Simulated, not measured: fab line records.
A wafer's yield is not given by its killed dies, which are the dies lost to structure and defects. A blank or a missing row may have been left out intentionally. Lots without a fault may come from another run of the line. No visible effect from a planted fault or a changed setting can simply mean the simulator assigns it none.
Chamber matching / flow n5Finfet / N5_BEOL_M3_CO_CAP_55 on cvdCo-02: 3 sister chambers
The step material Co, precursor CCTBA/H2, target thk 2 nm, time 102.1 s. 3 wafers are shown with their chamber, then 12 later ones without.

WAFERS, EACH WITH ITS CHAMBER
wafer=L094.1; chamber=0; heaterPowerW (W)=209
wafer=L094.3; chamber=2; heaterPowerW (W)=266
wafer=L094.4; chamber=1; heaterPowerW (W)=248

WAFERS WHOSE CHAMBER IS MISSING
wafer=L093.1; heaterPowerW (W)=253
wafer=L093.4; heaterPowerW (W)=260
wafer=L093.6; heaterPowerW (W)=248
wafer=L095.2; heaterPowerW (W)=210
wafer=L095.3; heaterPowerW (W)=249
wafer=L095.4; heaterPowerW (W)=256
wafer=L096.3; heaterPowerW (W)=267
wafer=L096.4; heaterPowerW (W)=262
wafer=L096.5; heaterPowerW (W)=208
wafer=L097.2; heaterPowerW (W)=208
wafer=L097.3; heaterPowerW (W)=253
wafer=L097.4; heaterPowerW (W)=209

WHICH CHAMBER EACH WENT THROUGH
wafer=L093.1; from the rows above=1; in truth=1
wafer=L093.4; from the rows above=can't be placed: 2 or 1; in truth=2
wafer=L093.6; from the rows above=1; in truth=1
wafer=L095.2; from the rows above=0; in truth=0
wafer=L095.3; from the rows above=1; in truth=1
wafer=L095.4; from the rows above=can't be placed: 1 or 2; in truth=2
wafer=L096.3; from the rows above=2; in truth=2
wafer=L096.4; from the rows above=2; in truth=2
wafer=L096.5; from the rows above=0; in truth=0
wafer=L097.2; from the rows above=0; in truth=0
wafer=L097.3; from the rows above=1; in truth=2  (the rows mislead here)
wafer=L097.4; from the rows above=0; in truth=0
Correctly placed: 9 of 12. From these rows, 2 cannot be placed; in 2 the true chamber is one of the candidates. Wrongly placed: 1.
How it was worked out, from the rows above alone: a wafer's distance from a chamber is the root of the sum, over the readings, of the square of ((its reading less the chamber's mean) divided by the reading's scatter). The wafer belongs to the nearest chamber; if the next one is less than 2 further off, it can't be placed. A chamber's mean is the mean of its shown wafers. The scatter (one wafer shown for each chamber): square how far every hidden wafer sits from the nearest shown wafer, average those squares and take the square root.
